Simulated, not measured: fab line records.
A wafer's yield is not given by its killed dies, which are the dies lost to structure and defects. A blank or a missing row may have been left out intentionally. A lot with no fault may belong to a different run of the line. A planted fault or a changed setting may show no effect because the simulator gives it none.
Lot-split experiment :: flow n5 finfet :: 7 lots, 21 wafers read, on a route of 1938 steps

## ABOUT THE SPLIT
At N5_BEOL_M1_PECVD_72 (deposits SiO2 from TEOS/O2, target thk 16 nm, time 18 s), the setting time s was moved away from the recipe's 18 s on 6 of the 21 wafers read, by -8.9% to +12.4%. For the rest of the wafers, this setting stayed at what the recipe calls for.

## FROM THE SPLIT TO THE READING: what the file shows between them, 10 steps
- N5_BEOL_M1_HM_DEP_02: deposits TiN, target thk 20 nm (also split here: target thk a)
- N5_BEOL_M1_ETCH_64: etches SOC in N2/H2, target depth 75 nm, overetch 15 nm, time 112.5 s (also split here: bias w)
- N5_BEOL_M1_STRIP_65: strips in N2/H2
- N5_BEOL_M1_STRIP_75: strips in N2/H2
- N5_BEOL_M1_STRIP_66: strips in CF4
- N5_BEOL_M1_HM_OPEN_17: chemistry Cl2/BCl3, target TiN, target depth 20 nm, overetch 6 nm
- N5_BEOL_M1_COAT_67: time 60 s, resist thk 60 nm (also split here: temp c)
- N5_BEOL_M1_COAT_68: time 60 s, resist thk 12 nm
- N5_BEOL_M1_COAT_76: time 60 s, resist thk 5 nm
- N5_BEOL_M1_STRIP_97: strips in N2/H2, time 10 s

## THE READING
SiO2_of_BEOL_M1_PECVD_72.thk nm (the simulator's own value, which no gauge read), in nm, at N5_BEOL_M1_HM_STRIP_39 (strips TiN in peroxide tin strip, target depth 25 nm, time 158 s). The file does not state a usual value for it. Across the 15 wafers here that went through the recipe, the average is 16.1 nm and the standard deviation 0.31 nm.

wafer: L077.2
tool, chamber at the split: pecvd-03, 0
time s as run, s: 20.24
against the recipe: +12.4%
SiO2_of_BEOL_M1_PECVD_72.thk nm, nm: 18
against lot-mates on the recipe: +1.5

wafer: L077.3
tool, chamber at the split: pecvd-03, 2
time s as run, s: 18
against the recipe: recipe
SiO2_of_BEOL_M1_PECVD_72.thk nm, nm: 16.4
against lot-mates on the recipe: -

wafer: L077.4
tool, chamber at the split: pecvd-03, 2
time s as run, s: 18
against the recipe: recipe
SiO2_of_BEOL_M1_PECVD_72.thk nm, nm: 16.6
against lot-mates on the recipe: -

wafer: L082.1
tool, chamber at the split: pecvd-03, 0
time s as run, s: 18
against the recipe: recipe
SiO2_of_BEOL_M1_PECVD_72.thk nm, nm: 16.2
against lot-mates on the recipe: -

wafer: L082.2
tool, chamber at the split: pecvd-03, 1,2
time s as run, s: 18
against the recipe: recipe
SiO2_of_BEOL_M1_PECVD_72.thk nm, nm: 16
against lot-mates on the recipe: -

wafer: L082.3
tool, chamber at the split: pecvd-03, 1,2
time s as run, s: 18
against the recipe: recipe
SiO2_of_BEOL_M1_PECVD_72.thk nm, nm: 16
against lot-mates on the recipe: -

wafer: L083.1
tool, chamber at the split: pecvd-01, 0
time s as run, s: 16.41
against the recipe: -8.8%
SiO2_of_BEOL_M1_PECVD_72.thk nm, nm: 15
against lot-mates on the recipe: -1.1

wafer: L083.2
tool, chamber at the split: pecvd-01, 2
time s as run, s: 18
against the recipe: recipe
SiO2_of_BEOL_M1_PECVD_72.thk nm, nm: 15.6
against lot-mates on the recipe: -

wafer: L083.6
tool, chamber at the split: pecvd-01, 0
time s as run, s: 18
against the recipe: recipe
SiO2_of_BEOL_M1_PECVD_72.thk nm, nm: 16.6
against lot-mates on the recipe: -

wafer: L084.4
tool, chamber at the split: pecvd-02, 1
time s as run, s: 18
against the recipe: recipe
SiO2_of_BEOL_M1_PECVD_72.thk nm, nm: 15.6
against lot-mates on the recipe: -

wafer: L084.5
tool, chamber at the split: pecvd-02, 0
time s as run, s: 18
against the recipe: recipe
SiO2_of_BEOL_M1_PECVD_72.thk nm, nm: 16
against lot-mates on the recipe: -

wafer: L084.6
tool, chamber at the split: pecvd-02, 2
time s as run, s: 16.56
against the recipe: -8.0%
SiO2_of_BEOL_M1_PECVD_72.thk nm, nm: 14.4
against lot-mates on the recipe: -1.4

wafer: L085.1
tool, chamber at the split: pecvd-03, 0
time s as run, s: 18
against the recipe: recipe
SiO2_of_BEOL_M1_PECVD_72.thk nm, nm: 15.8
against lot-mates on the recipe: -

wafer: L085.5
tool, chamber at the split: pecvd-03, 0
time s as run, s: 18
against the recipe: recipe
SiO2_of_BEOL_M1_PECVD_72.thk nm, nm: 15.8
against lot-mates on the recipe: -

wafer: L085.3
tool, chamber at the split: pecvd-03, 0
time s as run, s: 18
against the recipe: recipe
SiO2_of_BEOL_M1_PECVD_72.thk nm, nm: 16
against lot-mates on the recipe: -

wafer: L087.1
tool, chamber at the split: pecvd-03, 2
time s as run, s: 18
against the recipe: recipe
SiO2_of_BEOL_M1_PECVD_72.thk nm, nm: 16
against lot-mates on the recipe: -

wafer: L087.4
tool, chamber at the split: pecvd-03, 2
time s as run, s: 18
against the recipe: recipe
SiO2_of_BEOL_M1_PECVD_72.thk nm, nm: 16.4
against lot-mates on the recipe: -

wafer: L087.5
tool, chamber at the split: pecvd-03, 0
time s as run, s: 18.98
against the recipe: +5.4%
SiO2_of_BEOL_M1_PECVD_72.thk nm, nm: 17
against lot-mates on the recipe: +0.8

wafer: L096.3
tool, chamber at the split: pecvd-02, 1
time s as run, s: 16.39
against the recipe: -8.9%
SiO2_of_BEOL_M1_PECVD_72.thk nm, nm: 14
against lot-mates on the recipe: -1.8

wafer: L096.4
tool, chamber at the split: pecvd-02, 2
time s as run, s: 18
against the recipe: recipe
SiO2_of_BEOL_M1_PECVD_72.thk nm, nm: 15.8
against lot-mates on the recipe: -

wafer: L096.5
tool, chamber at the split: pecvd-02, 1
time s as run, s: 16.39
against the recipe: -8.9%
SiO2_of_BEOL_M1_PECVD_72.thk nm, nm: 14.4
against lot-mates on the recipe: -1.4
Where a row lists several chambers, the file gives one row for several wafers and doesn't say which wafer went through which chamber.

FIT RESULTS
A straight line over all 21 wafers: SiO2_of_BEOL_M1_PECVD_72.thk nm changes by +0.174 nm for each +1% of time s; r = +0.93; the points scatter about the line by 0.33 nm.
The same after taking each lot's own level away (the mean of its wafers on the recipe; 21 wafers): +0.148 nm for each +1%; r = +0.95; scatter 0.24 nm.
The reading moves by 1.8 nm for the largest change in time s, on that fit.
The span of the lots' own levels, 15.80 to 16.50 nm, comes to 2.2 times the standard deviation stated above.
Hence the slope depends on the lot-to-lot level, as the two fits are not the same.
Check: for one of the wafers moved furthest among these (+12.4%), held out of the fit, the line's prediction against its lot-mates is +2 nm. It came out at +1.5 nm against them.

## FURTHER SPLITS ON THESE WAFERS
Before the reading, these wafers also passed through other splits. Each is held against what the fit with the lots' levels taken away leaves over:
other split on the same wafers: N5_SDB_ALD_29 ald cycles
wafers away from the commonest value: 7
r with SiO2_of_BEOL_M1_PECVD_72.thk nm (lot level and that fit taken away): -0.24

other split on the same wafers: N5_HKMG_FIN_ETCH_55 bias w
wafers away from the commonest value: 4
r with SiO2_of_BEOL_M1_PECVD_72.thk nm (lot level and that fit taken away): -0.41

other split on the same wafers: N5_HKMG_FIN_ETCH_58 source w
wafers away from the commonest value: 5
r with SiO2_of_BEOL_M1_PECVD_72.thk nm (lot level and that fit taken away): -0.25

other split on the same wafers: N5_GATE_CUT_ETCH_56 bias w
wafers away from the commonest value: 5
r with SiO2_of_BEOL_M1_PECVD_72.thk nm (lot level and that fit taken away): -0.14

other split on the same wafers: N5_MOL_CONTACT_COAG_ETCH_105 bias w
wafers away from the commonest value: 7
r with SiO2_of_BEOL_M1_PECVD_72.thk nm (lot level and that fit taken away): +0.01

other split on the same wafers: N5_MOL_CONTACT_COAG_ETCH_110 bias w
wafers away from the commonest value: 7
r with SiO2_of_BEOL_M1_PECVD_72.thk nm (lot level and that fit taken away): +0.20

other split on the same wafers: N5_MOL_CONTACT_COAG_ETCHBACK_136 target depth a
wafers away from the commonest value: 8
r with SiO2_of_BEOL_M1_PECVD_72.thk nm (lot level and that fit taken away): -0.04

other split on the same wafers: N5_MOL_CONTACT_COAG_VIA_ETCH_117 bias w
wafers away from the commonest value: 8
r with SiO2_of_BEOL_M1_PECVD_72.thk nm (lot level and that fit taken away): -0.38

other split on the same wafers: N5_BEOL_M0_SAQP_COAT_82 spin rpm
wafers away from the commonest value: 7
r with SiO2_of_BEOL_M1_PECVD_72.thk nm (lot level and that fit taken away): -0.29

other split on the same wafers: N5_BEOL_M0_SAQP_DEVELOP_13 develop time s
wafers away from the commonest value: 7
r with SiO2_of_BEOL_M1_PECVD_72.thk nm (lot level and that fit taken away): +0.26

other split on the same wafers: N5_BEOL_M1_HM_DEP_02 target thk a
wafers away from the commonest value: 12
r with SiO2_of_BEOL_M1_PECVD_72.thk nm (lot level and that fit taken away): +0.18

other split on the same wafers: N5_BEOL_M1_ETCH_64 bias w
wafers away from the commonest value: 5
r with SiO2_of_BEOL_M1_PECVD_72.thk nm (lot level and that fit taken away): -0.16

other split on the same wafers: N5_BEOL_M1_COAT_67 temp c
wafers away from the commonest value: 5
r with SiO2_of_BEOL_M1_PECVD_72.thk nm (lot level and that fit taken away): -0.17

## THE WHOLE CHAIN: every reading that the file lists as answering this split, in the file's order
step: N5_BEOL_M1_PECVD_72
what it does: deposits SiO2 from TEOS/O2, target thk 16 nm, time 18 s
reading: SiO2_of_BEOL_M1_PECVD_72.thk nm (the simulator's own value, which no gauge read)
change (the file's fit): +0.147 nm for each +1% of the setting
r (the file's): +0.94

step: N5_BEOL_M1_HM_STRIP_39
what it does: strips TiN in peroxide tin strip, target depth 25 nm, time 158 s
reading: SiO2_of_BEOL_M1_PECVD_72.thk nm (the simulator's own value, which no gauge read)
change (the file's fit): +0.143 nm for each +1% of the setting
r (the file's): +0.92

## FILE'S OWN FIT
SiO2_of_BEOL_M1_PECVD_72.thk nm changes by +0.143 nm for each +1% of time s, r = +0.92.
